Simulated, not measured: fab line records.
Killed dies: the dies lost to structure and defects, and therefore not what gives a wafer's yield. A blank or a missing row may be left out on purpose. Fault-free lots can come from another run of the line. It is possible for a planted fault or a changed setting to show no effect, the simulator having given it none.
The same fault as seen by 2 desks / flow n5_finfet / each desk holds nothing but its own numbers, with what lay behind them at the end

== METROLOGY DESK ==
What the gauges read for every lot (on any tool): the sampled wafers with a number, averaged. Marked OUT: a lot whose mean sits more than 4 standard deviations from the usual mean, which makes it out of limits; the brackets give that distance. Of its 11 readings 7 are shown: the one that was out of limits first, and those that lie furthest out on some lot.
Columns: A = M4_ILD_THK at N5_BEOL_M4_THK_MEAS_01, usual 78.7 nm; B = DIBL_N at N5_BEOL_M4_RC_MEAS_101, usual 35.8 mV/V; C = DIBL_P at N5_BEOL_M4_RC_MEAS_101, usual 35.9 mV/V; D = IOFF_P at N5_BEOL_M4_RC_MEAS_101, usual 0.21 nA/um; E = SS_P at N5_BEOL_M4_RC_MEAS_101, usual 73.2 mV/dec; F = VT_N at N5_BEOL_M4_RC_MEAS_101, usual 250 mV; G = VT_P at N5_BEOL_M4_RC_MEAS_101, usual -250 mV
lot=L749; first seen here=day 8 02:06; A=78.8; B=36.1; C=33.3; D=0.16; E=72.9; F=255; G=-256
lot=L750; first seen here=day 8 19:21; A=77.2; B=34.3; C=35.4; D=0.16; E=72.8; F=251; G=-254
lot=L751; first seen here=day 9 00:09; A=78.4; B=36.3; C=34.5; D=0.21; E=73.4; F=249; G=-248
lot=L753; first seen here=day 9 08:28; A=77.5; B=36.5; C=36.0; D=0.17; E=73.6; F=254; G=-256
lot=L752; first seen here=day 9 13:55; A=79.9; B=37.1; C=38.5; D=0.20; E=73.7; F=252; G=-253
lot=L758; first seen here=day 10 08:44; A=77.4; B=35.6; C=36.4; D=0.20; E=74.2; F=250; G=-250
lot=L756; first seen here=day 10 10:22; A=79.0; B=37.8; C=35.2; D=0.21; E=73.0; F=253; G=-249
lot=L765; first seen here=day 12 09:59; A=73.5 (-5.2) OUT; B=35.8; C=37.9; D=0.23; E=73.6; F=249; G=-249
lot=L767; first seen here=day 13 01:54; A=73.0 (-5.8) OUT; B=33.8; C=34.4; D=0.20; E=72.8; F=252; G=-250
lot=L769; first seen here=day 13 20:44; A=79.3; B=35.3; C=35.3; D=0.20; E=73.1; F=254; G=-252
This desk's result: L765, L767 out of limits, first on L765 (M4_ILD_THK at N5_BEOL_M4_THK_MEAS_01), day 12 09:59. In limits: L749, L750, L751, L753, L752, L758, L756, L769.

== THE TOOL OWNER'S DESK: pecvd-03 ==
The tool's own readings at N5_BEOL_M4_ILD_DEP_00 (deposits SiOC from DEMS/O2, target thk 79 nm, time 15.3 s): means of the sampled wafers that have a number, for each lot that ran on this tool. Marked OUT: a lot whose mean sits more than 4 standard deviations from the usual mean, which makes it out of limits; the brackets give that distance.
Columns: A = heater_power_outer_w at N5_BEOL_M4_ILD_DEP_00, usual 260 W; B = heater_power_w at N5_BEOL_M4_ILD_DEP_00, usual 471 W; C = rf_fwd_power_W at N5_BEOL_M4_ILD_DEP_00, usual 494.0 W; D = showerhead_plenum_p_Torr at N5_BEOL_M4_ILD_DEP_00, usual 5.700 Torr; E = susceptor_temp_C at N5_BEOL_M4_ILD_DEP_00, usual 349.98 C; F = throttle_valve_pct at N5_BEOL_M4_ILD_DEP_00, usual 12.1 %
lot=L753; first seen here=day 9 08:24; A=241; B=465; C=494.0; D=5.701; E=349.80; F=11.7
lot=L758; first seen here=day 10 08:40; A=258; B=487; C=493.5; D=5.693; E=349.86; F=11.7
lot=L756; first seen here=day 10 10:17; A=275; B=522; C=494.4; D=5.699; E=349.85; F=11.4
lot=L765; first seen here=day 12 09:55; A=278; B=506; C=492.9; D=5.704; E=349.98; F=11.8
lot=L767; first seen here=day 13 01:50; A=301; B=530; C=495.7; D=5.700; E=350.03; F=11.9
This desk found nothing out of limits on any of the 5 lots.

== PUT TOGETHER ==
L765, L767 would have let the metrology desk raise an alarm at day 12 09:59.
Nothing out of limits was seen by the tool owner's desk.
Tool owner's desk: L765, L767 on record, inside its limits.
N5_BEOL_M4_ILD_DEP_00 was run on pecvd-03 by each of the lots named.

== WHAT HAD BEEN PUT IN BY THE SIMULATOR ==
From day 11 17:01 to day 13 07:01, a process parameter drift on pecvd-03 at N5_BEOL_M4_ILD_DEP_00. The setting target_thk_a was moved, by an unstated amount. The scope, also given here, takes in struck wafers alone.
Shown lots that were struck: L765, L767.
Per desk, hours elapsed from the start of the fault to the first reading out of limits: for the metrology desk, 17.
